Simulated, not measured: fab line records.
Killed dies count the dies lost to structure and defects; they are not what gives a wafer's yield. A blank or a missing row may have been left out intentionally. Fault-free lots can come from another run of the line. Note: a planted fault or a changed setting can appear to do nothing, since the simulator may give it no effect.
Split-lot experiment -- flow n5Finfet -- 39 wafers read from 7 lots, route of 1938 steps

## THE SPLIT ITSELF
At N5_BEOL_M5_ILD_DEP_00 (deposits SiCOH lowk from DEMS/porogen, target thk 140.64 nm, time 25.9 s), the setting targetThkA was moved away from the recipe's 1406.4 angstrom on 12 of the 39 wafers read, by -42.4% to +17.7%. All remaining wafers had this setting at the recipe value.

## FROM THE SPLIT TO THE READING: what the file shows between them, 1 step
- N5_BEOL_M5_CURE_79: cures SiCOH lowk, time 240 s

## THE READING
Values of M5_ILD_THK in nm from N5_BEOL_M5_THK_MEAS_01. A value of 121.4 nm with a standard deviation of 1.7 nm is what fault-free wafers of this fab line usually give.

wafer,"tool, chamber at the split","targetThkA as run, angstrom",against the recipe,"M5_ILD_THK, nm",against lot-mates on the recipe
L075.1,"pecvd-02, 0,2",1406.4,recipe,119.8,-
L075.2,"pecvd-02, 0,2",1406.4,recipe,119.7,-
L075.3,"pecvd-02, 1",1406.4,recipe,119.9,-
L075.4,"pecvd-02, 1",1406.4,recipe,121.4,-
L075.5,"pecvd-02, 2,0",1406.4,recipe,122.6,-
L075.6,"pecvd-02, 2,0",1406.4,recipe,122.7,-
L077.1,"pecvd-01, 0",1406.4,recipe,115.7,-
L077.2,"pecvd-01, 2",1406.4,recipe,118.2,-
L077.5,"pecvd-01, 1",1406.4,recipe,119.6,-
L082.1,"pecvd-04, 1",809.7,-42.4%,70.1,-52.3
L082.2,"pecvd-04, 0",1406.4,recipe,121.4,-
L082.3,"pecvd-04, 1",809.7,-42.4%,71.0,-51.4
L082.4,"pecvd-04, 0",809.7,-42.4%,72.2,-50.2
L082.5,"pecvd-04, 0",1406.4,recipe,124.1,-
L082.6,"pecvd-04, 1",1406.4,recipe,121.8,-
L081.1,"pecvd-01, 1",1406.4,recipe,119.3,-
L081.2,"pecvd-01, 0",1040,-26.1%,85.8,-34.0
L081.3,"pecvd-01, 2",1040,-26.1%,88.6,-31.2
L081.4,"pecvd-01, 1",1406.4,recipe,120.5,-
L081.5,"pecvd-01, 0",1406.4,recipe,119.5,-
L081.6,"pecvd-01, 2",1040,-26.1%,91.2,-28.6
L085.1,"pecvd-01, 1",1655,+17.7%,140.7,+21.5
L085.2,"pecvd-01, 2",1406.4,recipe,119.8,-
L085.3,"pecvd-01, 0",1406.4,recipe,117.8,-
L085.4,"pecvd-01, 0",1655,+17.7%,141.0,+21.8
L085.5,"pecvd-01, 2",1655,+17.7%,143.7,+24.5
L085.6,"pecvd-01, 1",1406.4,recipe,120.0,-
L087.1,"pecvd-02, 1",1406.4,recipe,119.9,-
L087.2,"pecvd-02, 0",1406.4,recipe,120.3,-
L087.3,"pecvd-02, 2",1406.4,recipe,121.5,-
L087.4,"pecvd-02, 1",1406.4,recipe,122.8,-
L087.5,"pecvd-02, 2",1406.4,recipe,123.1,-
L087.6,"pecvd-02, 0",1406.4,recipe,122.0,-
L093.1,"pecvd-02, 1",1406.4,recipe,120.0,-
L093.2,"pecvd-02, 2",873.2,-37.9%,73.8,-48.3
L093.3,"pecvd-02, 1",873.2,-37.9%,76.7,-45.4
L093.4,"pecvd-02, 2",873.2,-37.9%,75.8,-46.3
L093.5,"pecvd-02, 1",1406.4,recipe,122.5,-
L093.6,"pecvd-02, 2",1406.4,recipe,123.7,-
Rows listing several chambers each stand for several wafers; the file does not say which wafer went through which chamber.

THE FIT
A straight line over all 39 wafers: M5_ILD_THK changes by +1.19 nm for each +1% of targetThkA; r = +1.00; the points scatter about the line by 1.9 nm.
The same after taking each lot's own level away (the mean of its wafers on the recipe; 39 wafers): +1.22 nm for each +1%; r = +1.00; scatter 1.4 nm.
That fit puts the effect of the largest move of targetThkA on the reading at 52 nm.
The span of the lots' own levels, 117.83 to 122.43 nm, comes to 2.7 times the standard deviation stated above.
Hence the lot-to-lot level has little effect on the slope; both slopes agree.
Check: -51.7 nm against its lot-mates is what the line predicts for one of the wafers moved furthest among these (-42.4%) when that wafer is left out of the fit. It came out at -52.3 nm against them.

## THE OTHER SPLITS THESE WAFERS WENT THROUGH
Before the reading, these wafers also passed through other splits. Each is held against what the fit with the lots' levels taken away leaves over:
other split on the same wafers,wafers away from the commonest value,r with M5_ILD_THK (lot level and that fit taken away)
N5_BEOL_M0_SAQP_ETCH_84 timeS,12,-0.22
N5_BEOL_M1_ETCH_70 timeS,12,+0.03
N5_BEOL_M4_ILD_DEP_00 timeS,9,-0.24

## THE WHOLE CHAIN: every reading that the file lists as answering this split, in the file's order
step,what it does,reading,change (the file's fit),r (the file's)
N5_BEOL_M5_ILD_DEP_00,"deposits SiCOH lowk from DEMS/porogen, target thk 140.64 nm, time 25.9 s","SiCOH_lowk_of_BEOL_M5_ILD_DEP_00.thkNm (the simulator's own value, which no gauge read)",+1.41 nm for each +1% of the setting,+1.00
N5_BEOL_M5_CURE_79,"cures SiCOH lowk, time 240 s","SiCOH_lowk_of_BEOL_M5_ILD_DEP_00.thkNm (the simulator's own value, which no gauge read)",+1.22 nm for each +1% of the setting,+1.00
N5_BEOL_M5_THK_MEAS_01,,M5_ILD_THK,+1.22 for each +1% of the setting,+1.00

## THE FILE'S OWN FIT
M5_ILD_THK changes by +1.22 nm for each +1% of targetThkA, r = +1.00.
